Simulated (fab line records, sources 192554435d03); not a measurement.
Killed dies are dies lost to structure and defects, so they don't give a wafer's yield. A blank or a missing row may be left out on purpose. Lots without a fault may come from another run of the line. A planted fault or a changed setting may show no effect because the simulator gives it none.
A struck lot beside a sound one | flow n5_finfet | 38 steps out of a route of 1938
Sound: wafers L830.1, L830.4, L830.6. Struck: wafers L823.2, L823.5, L823.6. The cause comes at the end.
At each step with rows: each side's tool, then ch and its chambers, then its first start. Under that, the readings that differ: sound wafers | struck wafers | difference of the means | sigmas: that difference in standard deviations of wafers without a fault.
alike: readings whose means differ by less than 2 such deviations, and words and numbers that are the same on both sides. not compared: withheld readings, readings that some wafer has no value for, bounds like >300 that may hide the same value, and numbers for which the record gives no deviation and whose values overlap.
The two part at a step that has a row with sigmas, a row that says differs or no value, or rows on one side only. Numbers that don't overlap but have no deviation are shown without sigmas and don't part them. A reading that every wafer of one side lacks parts them only if that side has two wafers or more.

first, 9 steps without rows for these wafers: N5_BEOL_M4_ANNEAL_95 (time 240 s); N5_BEOL_M4_SPUTTER_96 (material Cu, target thk 4.5 nm, time 8.29 s); N5_BEOL_M4_ECD_50 (material Cu, target thk 300 nm); N5_BEOL_M4_ANNEAL_51 (time 90 s); N5_BEOL_M4_CMP_52 (polishes, stops on SiOC, t overpolish 6.8 s, target thk 40 nm); N5_BEOL_M4_PRE_CLEAN_60 (time 15 s); N5_BEOL_M4_CO_CAP_55 (material Co, precursor CCTBA/H2, target thk 2 nm, time 102.1 s); N5_BEOL_M4_PRE_CLEAN_56 (time 15 s); N5_BEOL_M4_DEP_57 (deposits SiCN from 3MS/NH3, target thk 8 nm, time 14 s).
N5_BEOL_M4_RC_MEAS_101:
  sound on prober-01 ch 0, day 13 16:21; struck on prober-02 ch 0, day 11 11:07
  alike: DIBL_N, DIBL_P, IOFF_N, IOFF_P, ION_N, ION_P, SS_N, SS_P, VT_N, VT_P
then, 24 steps without rows for these wafers: N5_BEOL_M5_ILD_DEP_00 (deposits SiCOH lowk from DEMS/porogen, target thk 140.64 nm, time 25.9 s); N5_BEOL_M5_CURE_79 (cures SiCOH lowk, time 240 s); N5_BEOL_M5_PECVD_70 (deposits SiO2 from TEOS/O2, target thk 16 nm, time 18 s); N5_BEOL_M5_HM_DEP_02 (deposits TiN, target thk 20 nm); N5_BEOL_M5_COAT_59 (time 60 s, resist thk 60 nm); N5_BEOL_M5_COAT_60 (time 60 s, resist thk 12 nm); N5_BEOL_M5_COAT_71 (time 60 s, resist thk 5 nm); N5_BEOL_M5_COAT_05 (resist thk 30 nm); N5_BEOL_M5_EBR_07; N5_BEOL_M5_SOFTBAKE_06 (time 60 s); N5_BEOL_M5_EXPOSE_08 (exposes mask M5, target cd 28 nm); N5_BEOL_M5_PEB_09 (peb time 60 s); N5_BEOL_M5_DEVELOP_10 (develop time 30 s); N5_BEOL_M5_DESCUM_16 (chemistry O2, time 7 s); N5_BEOL_M5_ETCH_72 (etches underlayer in N2/H2, target depth 6.5 nm, time 5.2 s); N5_BEOL_M5_ETCH_61 (etches SiARC in CF4, target depth 15.6 nm, time 26 s); N5_BEOL_M5_ETCH_62 (etches SOC in N2/H2, target depth 75 nm, overetch 15 nm, time 112.5 s); N5_BEOL_M5_STRIP_63 (strips in N2/H2); N5_BEOL_M5_STRIP_73 (strips in N2/H2); N5_BEOL_M5_STRIP_64 (strips in CF4); N5_BEOL_M5_HM_OPEN_17 (chemistry Cl2/BCl3, target TiN, target depth 20 nm, overetch 6 nm); N5_BEOL_M5_STRIP_19 (strips in O2); N5_BEOL_M5_COAT_65 (time 60 s, resist thk 60 nm); N5_BEOL_M5_COAT_66 (time 60 s, resist thk 12 nm).
-- the record jumps here: 4 days lie between the struck wafers' starts before and after (it left off in module BEOL_M5 and takes up again in module BEOL_M15, whose first step shown is number 1821 of the route) --
N5_BEOL_M15_SPUTTER_45: material Cu, target thk 100 nm, time 16.67 s.
  sound on pvd_sputter-01, day 17 16:56; struck on pvd_sputter-03, day 15 12:26
  no value came back on the struck wafers for bias_v (V), cathode_dc_power_W (W), susceptor_temp_C (C), throttle_valve_pct (%); on the sound wafers bias_v (V) reads 60.2 60.1 59.8
N5_BEOL_M15_THK_MEAS_50: measures by xrf.
  sound on film_metro-02, day 17 18:17; struck on film_metro-02, day 15 13:23
  reading      | sound       | struck | difference                    | sigmas
  M15_THK (nm) | 842 813 809 | - - -  | no value on the struck wafers |
N5_BEOL_M15_RS_MEAS_54: measures by four-point-probe.
  sound on film_metro-02, day 17 18:25; struck on film_metro-02, day 15 13:31
  reading         | sound                | struck               | difference | sigmas
  M15_RS (ohm/sq) | 0.0211 0.0219 0.0220 | 32.706 32.613 32.550 | +32.601    | +99 or more
N5_PASSIVATION_PROBE_49:
  sound on prober-02, day 18 13:34; struck on prober-02, day 16 04:32
  reading                  | sound          | struck         | difference | sigmas
  defect_limited_yield (%) | 91.1 91.8 91.2 | 0 0 0          | -91        | -57
  killed_at_M0_to_M3       | 17 27 22       | 52 32 64       | +27        | +2
  killed_at_M4_up          | 29 22 28       | 1065 1099 1064 | +1050      | +99 or more
  killed_dies              | 105 97 104     | 1180 1180 1180 | +1078      | +57
  killed_on_rim            | 12 6 15        | 152 152 152    | +141       | +34
  sort_bin_5_function (%)  | 5.6 5.2 5.2    | 95.4 97.5 95.5 | +90.8      | +83
  sort_n_pass              | 1075 1083 1076 | 0 0 0          | -1078      | -57
  sort_yield_pct (%)       | 91.1 91.8 91.2 | 0 0 0          | -91        | -57
  alike: killed_at_contacts, killed_at_front_end, killed_at_other, killed_open, killed_short, sort_bin_6_memory

WHERE THEY PART
First at N5_BEOL_M15_SPUTTER_45; last, within this record, at N5_PASSIVATION_PROBE_49.

WHY: what the simulator had put in
Skipped step whole: pvd_sputter-03, from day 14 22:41 on, at N5_BEOL_M15_SPUTTER_45. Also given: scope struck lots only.
